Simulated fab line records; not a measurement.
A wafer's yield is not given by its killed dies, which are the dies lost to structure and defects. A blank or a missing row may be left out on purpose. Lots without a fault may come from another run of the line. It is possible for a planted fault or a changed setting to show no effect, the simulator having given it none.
What tool caused it?    flow nand harc    13 lots, 39 wafers sampled, at 6 steps of a route of 1159

WHAT THE GAUGES READ, wafer by wafer
NHARC_P_ZERO_WELL_CD_MEAS_37 targets a cd of 720 nm. Usual: cd nm at 719.3 nm, with a standard deviation of 1.8.
lot   measured     on         cd nm (nm)         flag
L996  day 1 22:13  cd sem-03  722.5 719.0 720.3  
L997  day 2 04:07  cd sem-02  716.3 717.8 717.1  
L998  day 2 10:01  cd sem-03  718.0 719.1 719.3  
L999  day 2 16:11  cd sem-03  720.5 720.4 717.4  
L102  day 3 10:00  cd sem-01  - - -              OFF
L110  day 5 10:32  cd sem-03  720.3 720.5 718.8  
L111  day 5 16:01  cd sem-01  718.9 717.6 719.3  
L112  day 5 22:11  cd sem-03  719.1 721.3 722.4  
L113  day 6 04:21  cd sem-03  719.5 719.1 713.2  
L114  day 6 10:14  cd sem-02  716.7 720.1 719.7  
L115  day 6 16:20  cd sem-01  721.7 720.8 721.4  
L117  day 7 04:08  cd sem-03  715.7 718.1 718.9  
L118  day 7 10:17  cd sem-03  717.5 718.4 718.1  

NHARC_P_M0_THK_MEAS_24: measures by xrf. Usual: thk nm at 117.1 nm, with a standard deviation of 1.5.
lot   measured      on             thk nm (nm)        flag
L996  day 6 01:57   film metro-01  116.1 118.9 115.9  
L997  day 6 23:49   film metro-02  114.1 118.5 118.1  
L998  day 6 15:20   film metro-01  116.6 118.6 117.3  
L999  day 6 20:08   film metro-02  115.4 116.4 116.3  
L110  day 10 00:56  film metro-02  118.2 118.0 120.0  
L111  day 10 01:29  film metro-01  116.9 119.9 117.5  
L112  day 10 07:54  film metro-01  120.6 117.6 120.1  
L113  day 10 08:38  film metro-01  116.6 117.5 113.2  
L114  day 10 08:19  film metro-02  116.8 118.4 117.0  
L115  day 10 23:14  film metro-02  117.5 120.6 117.7  
L117  day 11 09:46  film metro-02  117.6 116.4 115.5  
L118  day 11 17:55  film metro-01  116.3 114.9 114.9  

NHARC_END_SORT_01. Usual: killed at array 26, standard deviation 11; killed at other 0.6, standard deviation 1; killed at periphery 3.1, standard deviation 2.1; killed dies 30, standard deviation 11; killed open 3.4, standard deviation 1.8; killed short 2.1, standard deviation 1.5.
lot   measured      on         killed at array  killed at other  killed at periphery  killed dies  killed open  killed short  flag
L102  day 21 22:19  prober-01  25 34 28         0 1 2            652 642 647          677 677 677  1 3 3        4 1 1         OFF

WHAT TOOL EACH LOT RAN ON (gives the tool, then ch and the chambers of the sampled wafers, and finally the start)
lot   NHARC_P_ZERO_WELL_EXPOSE_34       NHARC_P_CONTACT_DEGAS_38      NHARC_P_M0_STRIP_18
L996  krf scanner-02 ch 0, day 1 22:03  pvd sputter-01, day 5 15:34   rie diel-05 ch 0,1,3, day 6 00:02
L997  krf scanner-03 ch 0, day 2 03:58  pvd sputter-01, day 6 16:17   rie diel-10 ch 0,2, day 6 21:52
L998  krf scanner-03 ch 0, day 2 09:52  pvd sputter-01, day 6 10:01   rie diel-10 ch 0,3, day 6 13:07
L999  krf scanner-03 ch 0, day 2 16:02  pvd sputter-03, day 6 12:02   rie diel-05 ch 1,2,3, day 6 18:13
L102  krf scanner-03 ch 0, day 3 09:50  -                             -
L110  krf scanner-01 ch 0, day 5 10:22  pvd sputter-02, day 9 14:46   rie diel-10 ch 1,2,3, day 9 23:02
L111  krf scanner-01 ch 0, day 5 15:52  pvd sputter-01, day 9 15:55   rie diel-05 ch 0,1, day 9 23:31
L112  krf scanner-02 ch 0, day 5 22:02  pvd sputter-03, day 9 22:17   rie diel-05 ch 0,1,3, day 10 05:57
L113  krf scanner-03 ch 0, day 6 04:12  pvd sputter-03, day 10 03:41  rie diel-05 ch 0,1,3, day 10 06:40
L114  krf scanner-02 ch 0, day 6 10:05  pvd sputter-01, day 10 03:23  rie diel-10 ch 1,2,3, day 10 06:26
L115  krf scanner-03 ch 0, day 6 16:11  pvd sputter-01, day 10 18:24  rie diel-10 ch 1,2,3, day 10 21:14
L117  krf scanner-02 ch 0, day 7 03:59  pvd sputter-03, day 11 01:19  rie diel-10 ch 1,2, day 11 07:50
L118  krf scanner-01 ch 0, day 7 10:08  pvd sputter-03, day 11 10:33  rie diel-05 ch 2,3, day 11 15:47
- NHARC_P_ZERO_WELL_EXPOSE_34: exposes mask P PWELL, target cd 720 nm.
- NHARC_P_CONTACT_DEGAS_38: time 60 s.
- NHARC_P_M0_STRIP_18: strips in N2/H2.

WHAT THE TOOLS THEMSELVES READ (means of the sampled wafers that have a number; where no wafer has one, the mark that the record gives instead)
NHARC_P_CONTACT_DEGAS_38. Usual: heater power w at 460 W, with a standard deviation of 37.
lot   tool            heater power w (W)  flag
L996  pvd sputter-01  472                 
L997  pvd sputter-01  420                 
L998  pvd sputter-01  486                 
L999  pvd sputter-03  469                 
L110  pvd sputter-02  480                 
L111  pvd sputter-01  460                 
L112  pvd sputter-03  457                 
L113  pvd sputter-03  471                 
L114  pvd sputter-01  445                 
L115  pvd sputter-01  466                 
L117  pvd sputter-03  472                 
L118  pvd sputter-03  466                 

NHARC_P_M0_STRIP_18. Usual: drypump motor current A 5.7 A, standard deviation 0.4; oes product au 1.002 a.u., standard deviation 0.0098; power w 1000 W, standard deviation 3.1; rf vpp V 90.5 V, standard deviation 1.1; showerhead plenum p Torr 2.02 Torr, standard deviation 0.092; throttle valve pct 14.170 %, standard deviation 0.01.
lot   tool         drypump motor current A (A)  oes product au (a.u.)  power w (W)  rf vpp V (V)  showerhead plenum p Torr (Torr)  throttle valve pct (%)  flag
L996  rie diel-05  5.8                          0.993                  1001         92.2          2.03                             14.170                  
L997  rie diel-10  5.6                          1.001                  999          90.4          2.03                             14.166                  
L998  rie diel-10  5.7                          1.000                  999          89.9          2.03                             14.166                  
L999  rie diel-05  5.9                          1.001                  995          90.5          1.96                             14.175                  
L110  rie diel-10  5.8                          1.005                  1002         91.2          2.09                             14.169                  
L111  rie diel-05  5.5                          0.992                  1000         90.7          2.11                             14.176                  
L112  rie diel-05  5.8                          1.006                  1001         89.4          2.02                             14.176                  
L113  rie diel-05  5.8                          1.003                  1003         90.1          2.02                             14.169                  
L114  rie diel-10  5.8                          1.011                  1002         90.7          2.09                             14.176                  
L115  rie diel-10  5.8                          0.997                  1001         90.6          2.09                             14.181                  
L117  rie diel-10  5.4                          1.006                  1004         90.6          2.14                             14.178                  
L118  rie diel-05  6.0                          1.003                  997          90.4          1.93                             14.166                  

THE ANSWER, worked out from the rows above alone
Rule: a lot counts as off when the mean over its wafers that have a number is more than 3 standard deviations away from the usual mean. A lot without any number at a reading at which 4 lots or more have one is off too. Any other lot the step has rows for is counted as sound. Order of review: gauges by route order, followed by the tools' own readings, for which a lot's mean as printed above is used. At the first step where some lot is off, the reading lying furthest off is the one used; lots without a number count as furthest.
Off at NHARC_P_ZERO_WELL_CD_MEAS_37 (cd nm): L102. Without a number there: L102.
If a tool, at a process step before that reading, ran all the lots that are off and no sound lot after the first of them, it fits. Not tried: the gauges at NHARC_P_ZERO_WELL_CD_MEAS_37; whatever is off there is also off at NHARC_END_SORT_01, on other tools, and gauge error can't account for it. No candidate that was tried fits.

WHAT THE SIMULATOR HAD INSERTED
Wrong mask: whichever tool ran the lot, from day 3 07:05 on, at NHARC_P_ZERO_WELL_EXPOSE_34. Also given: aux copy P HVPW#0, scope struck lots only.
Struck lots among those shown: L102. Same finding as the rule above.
